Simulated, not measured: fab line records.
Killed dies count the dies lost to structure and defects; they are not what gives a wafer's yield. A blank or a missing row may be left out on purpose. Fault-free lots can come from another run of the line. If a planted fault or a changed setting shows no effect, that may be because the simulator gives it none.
Chamber matching :: flow nand_harc :: 3 sister chambers for NHARC_A_M1_DEP_33 on pecvd-01
The step deposits SiCN, target thk 30 nm. 6 wafers are shown with their chamber, then 9 later ones without.

== WAFERS, EACH WITH ITS CHAMBER ==
wafer: L081.5
chamber: 2
heater_power_w (W): 545

wafer: L083.2
chamber: 1
heater_power_w (W): 550

wafer: L083.6
chamber: 0
heater_power_w (W): 664

wafer: L082.1
chamber: 1
heater_power_w (W): 496

wafer: L082.2
chamber: 2
heater_power_w (W): 508

wafer: L082.3
chamber: 0
heater_power_w (W): 699

== WAFERS MISSING THEIR CHAMBER ==
wafer: L086.1
heater_power_w (W): 669

wafer: L086.2
heater_power_w (W): 558

wafer: L086.5
heater_power_w (W): 666

wafer: L091.2
heater_power_w (W): 640

wafer: L091.3
heater_power_w (W): 447

wafer: L091.4
heater_power_w (W): 689

wafer: L096.1
heater_power_w (W): 602

wafer: L096.2
heater_power_w (W): 501

wafer: L096.5
heater_power_w (W): 664

== EACH ONE'S CHAMBER ==
wafer: L086.1
from the rows above: 0
in truth: 0

wafer: L086.2
from the rows above: can't be placed: 2 or 1
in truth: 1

wafer: L086.5
from the rows above: 0
in truth: 0

wafer: L091.2
from the rows above: 0
in truth: 0

wafer: L091.3
from the rows above: can't be placed: 1 or 2
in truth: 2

wafer: L091.4
from the rows above: 0
in truth: 0

wafer: L096.1
from the rows above: can't be placed: 2 or 1 or 0
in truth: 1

wafer: L096.2
from the rows above: can't be placed: 1 or 2
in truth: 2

wafer: L096.5
from the rows above: 0
in truth: 0
Placed correctly: 5 of 9. Can't be placed from these rows: 4 (the true chamber is among the candidates in 4). Number placed wrongly: 0.
How it was worked out, from the rows above alone: a wafer's distance from a chamber is the root of the sum, over the readings, of the square of ((its reading less the chamber's mean) divided by the reading's scatter). If the next closest chamber is less than 2 further off than the closest, the wafer can't be placed; otherwise it belongs to the closest. A chamber's mean is the mean of its shown wafers. How the scatter is found: for the shown wafers, subtract from each reading the mean of its chamber, square and add these, divide the total by (wafers less chambers), then take the root.
